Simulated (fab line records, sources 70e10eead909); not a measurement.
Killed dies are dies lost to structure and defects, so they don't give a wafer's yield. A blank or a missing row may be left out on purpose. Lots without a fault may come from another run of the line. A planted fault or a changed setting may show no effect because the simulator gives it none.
One fault seen from 3 desks | flow nand_harc | each desk has only its own numbers; what lay behind them comes last

THE METROLOGY DESK
What the gauges read, lot by lot, whatever tool the lot ran on: means of the sampled wafers that have a number. A lot is out of limits, marked OUT, if its mean lies more than 4 standard deviations from the usual mean; the brackets give that distance.
Columns: A = thk_nm at NHARC_A_ONON_D2_THK_MEAS_02, usual 1001 nm; B = thk_nm at NHARC_A_ONON_D2_THK_MEAS_14, usual 1002 nm
lot  | first seen here | A    | B
L227 | day 12 14:25    | 996  | 995
L228 | day 12 14:25    | 998  | 1015
L233 | day 14 12:20    | 992  | 858 (-14) OUT
L235 | day 15 10:44    | 994  | 878 (-12) OUT
L237 | day 16 03:30    | 1014 | 872 (-13) OUT
L241 | day 18 10:16    | 1029 | 993
L240 | day 18 10:26    | 1004 | 995
L242 | day 18 18:41    | 1002 | 1014
L243 | day 19 06:58    | 998  | 999
L244 | day 19 13:37    | 1004 | 1004
L245 | day 19 13:37    | 1016 | 994
L246 | day 20 13:07    | 996  | 983
L249 | day 21 06:53    | 1004 | 978
L247 | day 21 06:55    | 989  | 1002
L248 | day 21 20:58    | 993  | 1001
This desk's finding: out of limits on L233, L235, L237; first on L233, day 14 14:37 (thk_nm at NHARC_A_ONON_D2_THK_MEAS_14). In limits: L227, L228, L241, L240, L242, L243, L244, L245, L246, L249, L247, L248.

THE DEFECT DESK
What the inspections along the route counted, lot by lot: means of the sampled wafers that have a number. A lot is out of limits, marked OUT, if its mean lies more than 4 standard deviations from the usual mean; the brackets give that distance.
Columns: A = raw_defect_count at NHARC_A_DECK1_JOINT_INSPECT_05, usual 314
lot  | first seen here | A
L227 | day 12 13:41    | 218
L228 | day 12 13:42    | 527
L233 | day 14 11:46    | 325
L235 | day 15 10:10    | 340
L237 | day 16 02:56    | 282
L241 | day 18 09:41    | 282
L240 | day 18 09:52    | 386
L242 | day 18 18:07    | 205
L243 | day 19 06:23    | 478
L245 | day 19 13:02    | 407
L244 | day 19 13:02    | 362
L246 | day 20 12:32    | 230
L249 | day 21 06:19    | 246
L247 | day 21 06:20    | 246
L248 | day 21 20:07    | 413
This desk's finding: nothing out of limits on any of the 15 lots.

THE TOOL OWNER'S DESK: pecvd_onon-02
The tool's own readings at NHARC_A_ONON_D2_DEP_12 (target thk 1000 nm): means of the sampled wafers that have a number, for each lot that ran on this tool. A lot is out of limits, marked OUT, if its mean lies more than 4 standard deviations from the usual mean; the brackets give that distance.
Columns: A = susceptor_temp_C at NHARC_A_ONON_D2_DEP_12, usual 400.00 C
lot  | first seen here | A
L228 | day 12 16:14    | 400.12
L233 | day 14 14:09    | 400.00
L235 | day 15 12:30    | 400.09
L237 | day 16 05:20    | 399.68
L240 | day 18 12:16    | 399.96
L242 | day 18 20:26    | 399.95
L243 | day 19 08:50    | 399.87
L249 | day 21 08:46    | 400.09
This desk's finding: nothing out of limits on any of the 8 lots.

PUT TOGETHER
The metrology desk could have raised an alarm at day 14 14:37, on L233, L235, L237.
The defect desk saw nothing out of limits.
The tool owner's desk saw nothing out of limits.
The defect desk has L233, L235, L237 on record, within its limits.
The tool owner's desk has L233, L235, L237 on record, within its limits.
Of the lots named, all ran NHARC_A_ONON_D2_DEP_12 on pecvd_onon-02.

WHAT THE SIMULATOR HAD PUT IN
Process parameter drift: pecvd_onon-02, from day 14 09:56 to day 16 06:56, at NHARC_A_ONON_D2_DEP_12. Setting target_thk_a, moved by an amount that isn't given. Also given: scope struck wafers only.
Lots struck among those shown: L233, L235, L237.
Hours from the fault's start to each desk's first reading out of limits: the metrology desk, 5.
